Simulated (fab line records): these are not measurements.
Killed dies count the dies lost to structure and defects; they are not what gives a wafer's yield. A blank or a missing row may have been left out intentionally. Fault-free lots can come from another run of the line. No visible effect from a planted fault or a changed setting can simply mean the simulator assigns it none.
fab line records ; flow nand_harc
record lots=6; wafers=18; last_day=35
route steps=1302 shown P_GATE@134 END@1302
lots that met no fault: from a run of the same line without faults
start_h: start of the lot's first displayed wafer, in hours after the record's first day ; wait_h: how many hours have passed since the lot's step before this one ; " same as the row above ; L1.1+2: a row that stands for several wafers ; - either no value or no given start ; * or withheld: withheld ; < > ~ a bound
route shown NAME@n: names a module that has steps shown in the file, with the first one's number in the route ; usual: mean and standard deviation over wafers with no fault ; same: alike in all rows ; chamber/n: place in a boat ; sites: readings site by site ; _std_site: their standard deviation ; _edge_site: mean of outer sites minus mean of inner sites ; radius_mm: for every site, how far away it sits from the centre of the wafer ; mask NAME#n: copy n ; behind: the last tool/chamber to shape the wafer ; hold: the reason the lot was held/the length of the hold in hours/how it ended ; device: which transistor (n, p or np) failed to switch ; end of line: tests of these same wafers at the route's end ; a step without rows: its recipe alone ; killed: the dies lost at the first sort to structure and to defects; this is not the yield of the wafer ; map: a wafer's dies, marking killed ones x, the rest . and places with no die _
set.NAME: the setting that was run; set.NAME@STEP: the one run at that earlier step ; model.NAME: the simulator's own value behind a step, which no gauge read
lots at some steps of the route; a table a step, a row a wafer
services: from which hour (start_h, from the record's first day; less than 0 if before it) a tool's chamber was out of use, for how many hours, and why
## steps
# step NHARC_P_GATE_HMDS_19
# recipe time_s=30
# step NHARC_P_GATE_COAT_20
# recipe spin_rpm=1500; resist_thk_nm=90
# step NHARC_P_GATE_SOFTBAKE_21
# recipe temp_c=105; time_s=55
# step NHARC_P_GATE_EBR_22
# step NHARC_P_GATE_EXPOSE_23
# recipe na=1.35; target_cd_nm=120; dose_mj=93.91; mask_id=P_GATE
# step NHARC_P_GATE_PEB_24
# recipe peb_temp_c=100; peb_time_s=65
# step NHARC_P_GATE_DEVELOP_25
# recipe develop_time_s=35; dev_temp_c=23
# step NHARC_P_GATE_CD_MEAS_26
# recipe target_cd_nm=120; landing_energy_ev=500
# usual cd_nm=119.7/0.7
# same landing_energy_ev=500
lot.wafer;tool;chamber;start_h;wait_h;cd_nm
L711.3;cd_sem-02;0;198.51;-;118.6
L711.5;cd_sem-02;0;198.51;-;119.8
L711.6;cd_sem-02;0;198.51;-;119.2
L712.1;cd_sem-02;0;199.24;-;118.5
L712.2;cd_sem-02;0;199.24;-;118.3
L712.6;cd_sem-02;0;199.24;-;118.8
L707.2;cd_sem-03;0;199.40;-;121.1
L707.4;cd_sem-03;0;199.40;-;119.3
L707.6;cd_sem-03;0;199.40;-;120.3
L720.2;cd_sem-01;0;281.16;-;119.9
L720.3;cd_sem-01;0;281.16;-;120.0
L720.4;cd_sem-01;0;281.16;-;120.4
L721.3;cd_sem-01;0;282.18;-;119.3
L721.4;cd_sem-01;0;282.18;-;119.3
L721.6;cd_sem-01;0;282.18;-;119.6
L725.1;cd_sem-02;0;324.98;-;119.6
L725.4;cd_sem-02;0;324.98;-;119.5
L725.5;cd_sem-02;0;324.98;-;120.0
# step NHARC_P_GATE_OVL_MEAS_27
# usual overlay_x_nm=0.0/0.88; overlay_y_nm=-0.1/0.72
lot.wafer;tool;chamber;start_h;wait_h;overlay_x_nm;overlay_y_nm
L711.3;overlay-01;-;198.60;-;-1.0;0.2
L711.5;overlay-01;-;198.60;-;-1.8;0.1
L711.6;overlay-01;-;198.60;-;-1.6;0.0
L712.1;overlay-01;-;199.33;-;0.9;-1.0
L712.2;overlay-01;-;199.33;-;0.7;-1.1
L712.6;overlay-01;-;199.33;-;0.3;-1.3
L707.2;overlay-02;-;199.48;-;-0.2;1.1
L707.4;overlay-02;-;199.48;-;-0.6;1.3
L707.6;overlay-02;-;199.48;-;-0.6;0.3
L720.2;overlay-02;-;281.25;-;-1.2;-0.4
L720.3;overlay-02;-;281.25;-;-1.2;-0.6
L720.4;overlay-02;-;281.25;-;-0.8;-0.3
L721.3;overlay-02;-;282.26;-;-0.3;-0.3
L721.4;overlay-02;-;282.26;-;-0.4;-1.0
L721.6;overlay-02;-;282.26;-;0.7;-0.6
L725.1;overlay-02;-;325.07;-;-0.7;0.2
L725.4;overlay-02;-;325.07;-;-0.1;-0.5
L725.5;overlay-02;-;325.07;-;-0.4;-0.6
# step NHARC_P_GATE_INSPECT_28
# usual raw_defect_count=6/3.1
lot.wafer;tool;chamber;start_h;wait_h;raw_defect_count
L711.3;defect_inspect-02;-;198.63;0.0;4
L711.5;defect_inspect-02;-;198.63;0.0;8
L711.6;defect_inspect-02;-;198.63;0.0;8
L712.1;defect_inspect-01;-;199.37;0.0;6
L712.2;defect_inspect-01;-;199.37;0.0;2
L712.6;defect_inspect-01;-;199.37;0.0;3
L707.2;defect_inspect-02;-;199.52;0.0;6
L707.4;defect_inspect-02;-;199.52;0.0;4
L707.6;defect_inspect-02;-;199.52;0.0;12
L720.2;defect_inspect-01;-;281.29;0.0;14
L720.3;defect_inspect-01;-;281.29;0.0;7
L720.4;defect_inspect-01;-;281.29;0.0;7
L721.3;defect_inspect-02;-;282.30;0.0;8
L721.4;defect_inspect-02;-;282.30;0.0;8
L721.6;defect_inspect-02;-;282.30;0.0;5
L725.1;defect_inspect-01;-;325.11;0.0;13
L725.4;defect_inspect-01;-;325.11;0.0;11
L725.5;defect_inspect-01;-;325.11;0.0;4
# step NHARC_P_GATE_DESCUM_31
# recipe time_s=3; o2_flow_sccm=200; ar_flow_sccm=0; bias_power_w=0; chemistry=O2
# usual drypump_motor_current_A=5.8/0.46; oes_product_au=0.998/0.01; rf_vpp_V=57.7/0.85; showerhead_plenum_p_Torr=1.90/0.072; throttle_valve_pct=11.311/0.0097
lot.wafer;tool;chamber;start_h;wait_h;drypump_motor_current_A;oes_product_au;rf_hours_counter_h;rf_vpp_V;showerhead_plenum_p_Torr;throttle_valve_pct
L711.3;rie_diel-11;1;198.69;0.1;5.6;1.002;5.7;56.5;1.78;11.320
L711.6;rie_diel-11;1;198.69;0.1;5.5;0.993;-;56.1;1.78;11.323
L711.5;rie_diel-11;2;198.69;0.1;5.4;1.000;-;58.6;1.88;11.313
L712.2;rie_diel-11;1;199.43;0.1;5.5;1.004;5.7;57.6;1.78;11.307
L712.1;rie_diel-11;0;199.43;0.1;5.7;0.993;5.5;60.6;1.97;11.312
L712.6;rie_diel-11;2;199.43;0.1;5.4;0.996;-;58.9;1.88;11.310
L707.4;rie_diel-09;1;199.59;0.1;5.2;1.005;1.1;58.3;1.87;11.309
L707.2;rie_diel-09;2;199.59;0.1;6.3;0.980;2.0;58.2;1.95;11.308
L707.6;rie_diel-09;1;199.59;0.1;5.2;1.005;-;57.1;1.87;11.323
L720.2;rie_diel-05;0;281.35;0.1;6.0;1.013;2.8;58.8;1.96;11.315
L720.4;rie_diel-05;1;281.35;0.1;5.5;1.016;2.1;58.7;1.94;11.313
L720.3;rie_diel-05;3;281.35;0.1;6.0;1.000;3.1;56.9;1.80;11.284
L721.3;rie_diel-09;3;282.37;0.1;6.5;0.991;7.9;58.4;1.89;11.309
L721.4;rie_diel-09;0;282.37;0.1;6.2;1.006;7.5;55.9;1.78;11.319
L721.6;rie_diel-09;2;282.37;0.1;6.3;0.995;-;56.5;1.95;11.318
L725.4;rie_diel-05;1;325.18;0.1;5.5;1.003;5.1;57.6;1.94;11.309
L725.1;rie_diel-05;3;325.18;0.1;6.1;0.985;5.5;57.4;1.80;11.322
L725.5;rie_diel-05;1;325.18;0.1;5.6;1.001;-;57.5;1.94;11.308
# step NHARC_P_GATE_ETCH_104
# recipe target_depth_a=600; time_s=withheld; cf4_flow_sccm=100; chf3_flow_sccm=30; ar_flow_sccm=0; rf_w=500; bias_w=200; chemistry=CF4/CHF3
# usual bias_w=199.9/0.58; drypump_motor_current_A=5.8/0.47; oes_product_au=0.947/0.023; rf_vpp_V=370.0/2.1; showerhead_plenum_p_Torr=1.56/0.057; throttle_valve_pct=16.802/0.0083
lot.wafer;tool;chamber;start_h;wait_h;bias_w;drypump_motor_current_A;oes_product_au;rf_vpp_V;showerhead_plenum_p_Torr;throttle_valve_pct
L711.3;rie_diel-11;3;198.78;0.1;199.2;6.3;0.922;372.4;1.65;16.799
L711.6;rie_diel-11;2;198.78;0.1;200.5;5.4;0.918;370.1;1.55;16.816
L711.5;rie_diel-11;3;198.78;0.1;199.2;6.3;0.926;373.1;1.65;16.808
L712.2;rie_diel-11;1;199.52;0.1;199.1;5.5;0.956;366.9;1.47;16.802
L712.1;rie_diel-11;3;199.52;0.1;200.5;6.3;0.985;371.9;1.65;16.797
L712.6;rie_diel-11;1;199.52;0.1;198.9;5.5;0.966;366.3;1.47;16.798
L707.2;rie_diel-09;2;199.67;0.1;199.9;6.3;0.919;372.4;1.60;16.789
L707.4;rie_diel-09;3;199.67;0.1;199.8;6.5;0.932;369.1;1.56;16.796
L707.6;rie_diel-09;2;199.67;0.1;199.7;6.3;0.918;370.4;1.60;16.806
L720.2;rie_diel-05;1;281.43;0.1;200.7;5.5;0.929;372.6;1.60;16.803
L720.4;rie_diel-05;2;281.43;0.1;200.9;5.1;0.933;370.3;1.55;16.803
L720.3;rie_diel-05;0;281.43;0.1;200.3;6.0;0.934;372.4;1.61;16.810
L721.4;rie_diel-09;1;282.44;0.1;200.2;5.2;0.974;368.4;1.54;16.800
L721.3;rie_diel-09;2;282.44;0.1;200.5;6.3;0.947;370.9;1.60;16.806
L721.6;rie_diel-09;1;282.44;0.1;199.6;5.2;0.964;368.5;1.54;16.808
L725.4;rie_diel-05;2;325.26;0.1;199.7;5.0;0.925;369.5;1.55;16.800
L725.1;rie_diel-05;0;325.26;0.1;200.2;6.0;0.934;370.4;1.61;16.790
L725.5;rie_diel-05;2;325.26;0.1;200.5;5.0;0.929;368.4;1.55;16.793
# step NHARC_P_GATE_HM_OPEN_105
# recipe target_depth_a=3600; o2_flow_sccm=400; cos_flow_sccm=20; ar_flow_sccm=0; rf_w=500; bias_w=300; chemistry=O2/COS
# usual bias_w=300.0/0.9; chamber_pressure_mTorr=19.998/0.018; drypump_motor_current_A=5.8/0.46; oes_product_au=0.998/0.011; rf_vpp_V=466.7/2.6; showerhead_plenum_p_Torr=3.09/0.11; throttle_valve_pct=28.329/0.009
lot.wafer;tool;chamber;start_h;wait_h;bias_w;chamber_pressure_mTorr;drypump_motor_current_A;oes_product_au;rf_hours_counter_h;rf_vpp_V;showerhead_plenum_p_Torr;throttle_valve_pct
L711.3;rie_diel-11;0;198;-;300.1;19.993;5.8;1.003;5.5;469.1;3.22;28.340
L711.6;rie_diel-11;3;198;-;299.3;19.979;6.3;1.003;-;471.0;3.28;28.332
L711.5;rie_diel-11;0;198;-;298.8;19.962;5.8;0.989;-;468.1;3.22;28.328
L712.1;rie_diel-11;3;199;-;299.9;19.993;6.3;0.996;4.8;471.9;3.28;28.330
L712.2;rie_diel-11;0;199;-;300.5;19.962;5.8;0.994;5.6;468.2;3.22;28.316
L712.6;rie_diel-11;2;199;-;300.4;20.004;5.4;1.000;-;466.7;3.07;28.312
L707.4;rie_diel-09;2;199;-;299.8;20.004;6.3;0.986;2.0;467.0;3.18;28.329
L707.2;rie_diel-09;3;199;-;299.3;19.984;6.5;0.991;1.9;466.8;3.09;28.320
L707.6;rie_diel-09;2;199;-;298.7;19.998;6.3;0.998;-;468.8;3.18;28.325
L720.4;rie_diel-05;2;281;-;-;-;-;-;-;-;-;-
L720.3;rie_diel-05;3;281;-;-;-;-;-;-;-;-;-
L720.2;rie_diel-05;1;281;-;-;-;-;-;-;-;-;-
L721.3;rie_diel-09;1;282;-;-;-;-;-;-;-;-;-
L721.4;rie_diel-09;2;282;-;-;-;-;-;-;-;-;-
L721.6;rie_diel-09;1;282;-;-;-;-;-;-;-;-;-
L725.4;rie_diel-05;0;325;-;299.9;20.014;6.0;1.013;6.1;469.4;3.19;28.326
L725.1;rie_diel-05;1;325;-;300.4;20.001;5.5;1.013;5.2;468.2;3.17;28.328
L725.5;rie_diel-05;3;325;-;299.9;19.980;6.1;1.008;-;464.4;2.94;28.341
# step NHARC_P_GATE_STRIP_106
# recipe o2_flow_sccm=400; cos_flow_sccm=20; ar_flow_sccm=0; bias_w=0; chemistry=O2/COS
# step NHARC_END_SORT_01
# recipe temp_c=25
# usual killed_at_array=54/18; killed_at_other=0.9/1.2; killed_at_periphery=4.4/2.9; killed_dies=59/18; killed_open=3.2/1.8; killed_short=2.6/1.8
# same gross_dies=677
lot.wafer;tool;chamber;start_h;wait_h;hold;killed_at_array;killed_at_other;killed_at_periphery;killed_dies;killed_open;killed_short
L712.1;prober-01;0;684.62;2.5;-;59;1;4;64;1;2
L712.2;prober-01;0;685.41;2.8;-;54;0;3;57;5;1
L712.6;prober-01;0;688.57;3.9;-;74;0;1;75;2;2
L711.3;prober-02;0;714.14;3.1;-;66;0;0;66;4;1
L711.5;prober-02;0;715.73;3.7;-;66;0;1;67;3;1
L711.6;prober-02;0;716.53;4.0;-;52;1;3;56;1;2
L707.2;prober-02;0;721.15;2.8;-;54;2;4;60;5;2
L707.4;prober-02;0;722.74;3.4;-;52;1;2;55;4;2
L707.6;prober-02;0;724.33;4.0;-;39;4;2;45;2;2
L720.2;prober-01;0;752.34;2.8;await_dispo/1.1h/scrap;60;1;616;677;4;1
L720.3;prober-01;0;753.14;3.1;await_dispo/1.1h/scrap;60;3;614;677;0;3
L720.4;prober-01;0;753.94;3.4;await_dispo/1.1h/scrap;62;2;613;677;4;5
L721.3;prober-01;0;763.23;3.1;await_dispo/4.0h/scrap;56;1;620;677;9;2
L721.4;prober-01;0;764.02;3.4;await_dispo/4.0h/scrap;62;0;615;677;7;2
L721.6;prober-01;0;765.62;4.0;await_dispo/4.0h/scrap;58;0;619;677;8;5
L725.1;prober-02;0;839.42;2.5;-;14;1;3;18;2;1
L725.4;prober-02;0;841.81;3.4;-;26;4;8;38;4;4
L725.5;prober-02;0;842.61;3.7;-;22;1;2;25;2;2
# killed by level:class
L712.1 A_CHANNEL_HOLE_D1:chamber_film_flake=28 A_CHANNEL_HOLE_D2:chamber_film_flake=19 A_CONTACT:chamber_film_flake=4 P_STI:chamber_film_flake=2 A_SGD_CUT:chamber_film_flake=2 A_SLIT:chamber_film_flake=2 A_BLC:chamber_film_flake=2 P_STI:geometric_particle:short=1
L712.2 A_CHANNEL_HOLE_D1:chamber_film_flake=22 A_CHANNEL_HOLE_D2:chamber_film_flake=15 A_CONTACT:chamber_film_flake=7 A_SLIT:chamber_film_flake=2 A_BLC:chamber_film_flake=2 P_M1:geometric_particle:open=1 P_M2:geometric_particle:open=1 A_CHANNEL_FILL_D1:geometric_particle:open=1
L712.6 A_CHANNEL_HOLE_D1:chamber_film_flake=32 A_CHANNEL_HOLE_D2:chamber_film_flake=24 A_CONTACT:chamber_film_flake=9 A_WL_FILL:geometric_particle:short=2 A_ZERO_WELL:chamber_film_flake=2 A_SLIT:chamber_film_flake=2 P_M1:geometric_particle:open=1 A_M0:geometric_particle:open=1
L711.3 A_SLIT:chamber_film_flake=26 A_CHANNEL_HOLE_D2:chamber_film_flake=21 A_CHANNEL_HOLE_D1:chamber_film_flake=5 A_WL_FILL:chamber_film_flake=5 A_M0:geometric_particle:open=2 A_CHANNEL_HOLE_D1:geometric_particle:open=1 A_DECK1_JOINT:geometric_particle:short=1 A_WL_FILL:geometric_particle:open=1
L711.5 A_SLIT:chamber_film_flake=37 A_CHANNEL_HOLE_D2:chamber_film_flake=20 A_CHANNEL_HOLE_D1:chamber_film_flake=3 A_CHANNEL_HOLE_D1:geometric_particle:open=2 A_ONON_D2:geometric_particle:short=1 A_CONTACT:geometric_particle:open=1 P_STI:chamber_film_flake=1 A_CHANNEL_FILL_D1:chamber_film_flake=1
L711.6 A_SLIT:chamber_film_flake=27 A_CHANNEL_HOLE_D2:chamber_film_flake=16 A_BLC:chamber_film_flake=2 A_DECK1_JOINT:geometric_particle:short=1 A_SGD_CUT:geometric_particle:short=1 A_M1:geometric_particle:open=1 P_ZERO_WELL:chamber_film_flake=1 P_STI:chamber_film_flake=1
L707.2 A_SLIT:chamber_film_flake=34 A_CHANNEL_HOLE_D1:chamber_film_flake=5 A_STAIRCASE:chamber_film_flake=5 A_CONTACT:chamber_film_flake=5 A_BLC:geometric_particle:open=2 THIN_TSV:chamber_film_flake=2 P_CONTACT:geometric_particle:open=1 P_M0:geometric_particle:open=1
L707.4 A_SLIT:chamber_film_flake=35 A_CHANNEL_HOLE_D1:chamber_film_flake=5 A_STAIRCASE:chamber_film_flake=4 A_CONTACT:geometric_particle:open=2 A_CONTACT:chamber_film_flake=2 P_CONTACT:geometric_particle:short=1 P_CONTACT:geometric_particle:open=1 A_CHANNEL_FILL_D2:geometric_particle:short=1
L707.6 A_SLIT:chamber_film_flake=26 A_STAIRCASE:chamber_film_flake=4 THIN_TSV:chamber_film_flake=4 A_CHANNEL_HOLE_D1:chamber_film_flake=3 P_ZERO_WELL:chamber_film_flake=2 A_ONON_D1:geometric_particle:open=1 A_ONON_D2:geometric_particle:short=1 A_SGD_CUT:geometric_particle:short=1
L720.2 P_GATE:area_open=612 A_CHANNEL_HOLE_D2:chamber_film_flake=26 A_CHANNEL_HOLE_D1:chamber_film_flake=9 A_STAIRCASE:chamber_film_flake=6 A_SLIT:chamber_film_flake=6 A_CONTACT:chamber_film_flake=5 A_WL_FILL:chamber_film_flake=2 P_M0:geometric_particle:open=1
L720.3 P_GATE:area_open=613 A_CHANNEL_HOLE_D2:chamber_film_flake=26 A_CHANNEL_HOLE_D1:chamber_film_flake=9 A_SLIT:chamber_film_flake=6 A_CONTACT:chamber_film_flake=6 A_STAIRCASE:chamber_film_flake=4 A_WL_FILL:chamber_film_flake=2 A_BONDPAD:chamber_film_flake=2
L720.4 P_GATE:area_open=607 A_CHANNEL_HOLE_D2:chamber_film_flake=26 A_CHANNEL_HOLE_D1:chamber_film_flake=13 A_CONTACT:chamber_film_flake=9 A_SLIT:chamber_film_flake=4 P_CONTACT:geometric_particle:short=2 P_STI:chamber_film_flake=2 THIN_TSV:chamber_film_flake=2
L721.3 P_GATE:area_open=610 A_SLIT:chamber_film_flake=26 A_CHANNEL_HOLE_D1:chamber_film_flake=10 P_CONTACT:chamber_film_flake=6 A_CONTACT:chamber_film_flake=6 A_STAIRCASE:chamber_film_flake=3 A_ONON_D1:geometric_particle:open=2 A_CHANNEL_FILL_D2:geometric_particle:open=2
L721.4 P_GATE:area_open=607 A_SLIT:chamber_film_flake=23 A_CHANNEL_HOLE_D1:chamber_film_flake=10 A_CONTACT:chamber_film_flake=10 P_CONTACT:chamber_film_flake=5 A_ZERO_WELL:chamber_film_flake=4 A_SGD_CUT:chamber_film_flake=4 A_STAIRCASE:chamber_film_flake=3
L721.6 P_GATE:area_open=614 A_SLIT:chamber_film_flake=29 A_CHANNEL_HOLE_D1:chamber_film_flake=7 A_ONON_D1:geometric_particle:open=4 A_CONTACT:chamber_film_flake=4 A_STAIRCASE:chamber_film_flake=3 A_ONON_D1:geometric_particle:short=2 A_WL_FILL:geometric_particle:open=2
L725.1 A_SLIT:chamber_film_flake=6 A_STAIRCASE:chamber_film_flake=3 A_ONON_D2:geometric_particle:short=1 A_SGD_CUT:geometric_particle:open=1 A_WL_FILL:geometric_particle:open=1 P_ZERO_WELL:chamber_film_flake=1 P_STI:chamber_film_flake=1 P_BONDPAD:chamber_film_flake=1
L725.4 A_SLIT:chamber_film_flake=7 A_STAIRCASE:chamber_film_flake=6 THIN_TSV:chamber_film_flake=4 P_STI:chamber_film_flake=2 P_GATE:chamber_film_flake=2 A_DECK1_JOINT:chamber_film_flake=2 A_WL_FILL:chamber_film_flake=2 P_GATE:geometric_particle:short=1
L725.5 A_SLIT:chamber_film_flake=9 A_DECK1_JOINT:chamber_film_flake=3 A_CONTACT:chamber_film_flake=3 A_STAIRCASE:chamber_film_flake=2 A_ONON_D1:geometric_particle:open=1 A_CHANNEL_FILL_D1:geometric_particle:open=1 A_CHANNEL_FILL_D2:geometric_particle:short=1 A_SGD_CUT:geometric_particle:short=1
# map L720.2 (x killed, . not)
____________x____________
_________xxxxxxx_________
_______xxxxxxxxxxx_______
______xxxxxxxxxxxxx______
_____xxxxxxxxxxxxxxx_____
____xxxxxxxxxxxxxxxxx____
____xxxxxxxxxxxxxxxxx____
___xxxxxxxxxxxxxxxxxxx___
___xxxxxxxxxxxxxxxxxxx___
__xxxxxxxxxxxxxxxxxxxxx__
__xxxxxxxxxxxxxxxxxxxxx__
_xxxxxxxxxxxxxxxxxxxxxxx_
_xxxxxxxxxxxxxxxxxxxxxxx_
_xxxxxxxxxxxxxxxxxxxxxxx_
_xxxxxxxxxxxxxxxxxxxxxxx_
_xxxxxxxxxxxxxxxxxxxxxxx_
xxxxxxxxxxxxxxxxxxxxxxxxx
xxxxxxxxxxxxxxxxxxxxxxxxx
xxxxxxxxxxxxxxxxxxxxxxxxx
xxxxxxxxxxxxxxxxxxxxxxxxx
xxxxxxxxxxxxxxxxxxxxxxxxx
_xxxxxxxxxxxxxxxxxxxxxxx_
_xxxxxxxxxxxxxxxxxxxxxxx_
_xxxxxxxxxxxxxxxxxxxxxxx_
_xxxxxxxxxxxxxxxxxxxxxxx_
_xxxxxxxxxxxxxxxxxxxxxxx_
__xxxxxxxxxxxxxxxxxxxxx__
__xxxxxxxxxxxxxxxxxxxxx__
___xxxxxxxxxxxxxxxxxxx___
___xxxxxxxxxxxxxxxxxxx___
____xxxxxxxxxxxxxxxxx____
____xxxxxxxxxxxxxxxxx____
_____xxxxxxxxxxxxxxx_____
______xxxxxxxxxxxxx______
_______xxxxxxxxxxx_______
_________xxxxxxx_________
____________x____________
# map L721.3 (x killed, . not)
____________x____________
_________xxxxxxx_________
_______xxxxxxxxxxx_______
______xxxxxxxxxxxxx______
_____xxxxxxxxxxxxxxx_____
____xxxxxxxxxxxxxxxxx____
____xxxxxxxxxxxxxxxxx____
___xxxxxxxxxxxxxxxxxxx___
___xxxxxxxxxxxxxxxxxxx___
__xxxxxxxxxxxxxxxxxxxxx__
__xxxxxxxxxxxxxxxxxxxxx__
_xxxxxxxxxxxxxxxxxxxxxxx_
_xxxxxxxxxxxxxxxxxxxxxxx_
_xxxxxxxxxxxxxxxxxxxxxxx_
_xxxxxxxxxxxxxxxxxxxxxxx_
_xxxxxxxxxxxxxxxxxxxxxxx_
xxxxxxxxxxxxxxxxxxxxxxxxx
xxxxxxxxxxxxxxxxxxxxxxxxx
xxxxxxxxxxxxxxxxxxxxxxxxx
xxxxxxxxxxxxxxxxxxxxxxxxx
xxxxxxxxxxxxxxxxxxxxxxxxx
_xxxxxxxxxxxxxxxxxxxxxxx_
_xxxxxxxxxxxxxxxxxxxxxxx_
_xxxxxxxxxxxxxxxxxxxxxxx_
_xxxxxxxxxxxxxxxxxxxxxxx_
_xxxxxxxxxxxxxxxxxxxxxxx_
__xxxxxxxxxxxxxxxxxxxxx__
__xxxxxxxxxxxxxxxxxxxxx__
___xxxxxxxxxxxxxxxxxxx___
___xxxxxxxxxxxxxxxxxxx___
____xxxxxxxxxxxxxxxxx____
____xxxxxxxxxxxxxxxxx____
_____xxxxxxxxxxxxxxx_____
______xxxxxxxxxxxxx______
_______xxxxxxxxxxx_______
_________xxxxxxx_________
____________x____________
## services
tool;chamber;start_h;hours;kind
rie_diel-09;0;176.61;-;clean
rie_diel-09;1;176.61;-;clean
rie_diel-09;2;176.61;-;clean
rie_diel-09;3;176.61;-;clean
rie_diel-05;0;184.13;-;clean
rie_diel-05;1;184.13;-;clean
rie_diel-05;2;184.13;-;clean
rie_diel-05;3;184.13;-;clean
rie_diel-11;0;185.53;-;clean
rie_diel-11;1;185.53;-;clean
rie_diel-11;2;185.53;-;clean
rie_diel-11;-;190.99;0.2;repair
rie_diel-09;2;218.31;4.3;repair
rie_diel-05;-;229.60;9.0;pm
rie_diel-11;1;251.20;16.6;repair
rie_diel-11;0;252.89;5.0;repair
rie_diel-11;-;255.91;9.0;pm
rie_diel-09;-;267.33;0.4;repair
rie_diel-09;2;270.28;1.5;repair
rie_diel-11;0;283.12;16.4;repair
rie_diel-11;1;288.76;28.3;repair
rie_diel-09;0;299.55;9.3;repair
rie_diel-09;3;312.31;14.7;repair
rie_diel-09;-;320.11;9.0;pm
## key
first_sign step=NHARC_P_GATE_HM_OPEN_105; reading=tool_record; direction=missing
effect step=NHARC_END_SORT_01; reading=killed_at_periphery; direction=up; sigmas=99+; usual=4.4; struck=616.2
more_kills_born_at NHARC_P_GATE_HM_OPEN_105@rie_diel-05=1832; NHARC_P_GATE_HM_OPEN_105@rie_diel-09=1831
met_at NHARC_P_GATE_HM_OPEN_105
struck_wafers L720.2,L720.3,L720.4,L721.3,L721.4,L721.6
later_rows_left_out L720.2,L720.3,L720.4,L721.3,L721.4,L721.6
tester_left_out L720,L721
onset_between 199 281
fault kind=skipped_step_whole; tool=rie_diel-05,rie_diel-09; chamber=-; onset_h=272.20; steps=NHARC_P_GATE_HM_OPEN_105; scope=struck_lots_only
# tester_left_out: of these lots the tester's yield and bins aren't shown, on N5 and GAA mostly nor the transistor test; their killed dies are dies lost to structure and defects alone, not to doping, threshold or leakage, so they don't give the yield
# later_rows_left_out: the simulator's readings of these wafers behind a module that went badly wrong aren't trusted and aren't shown, but for the sort
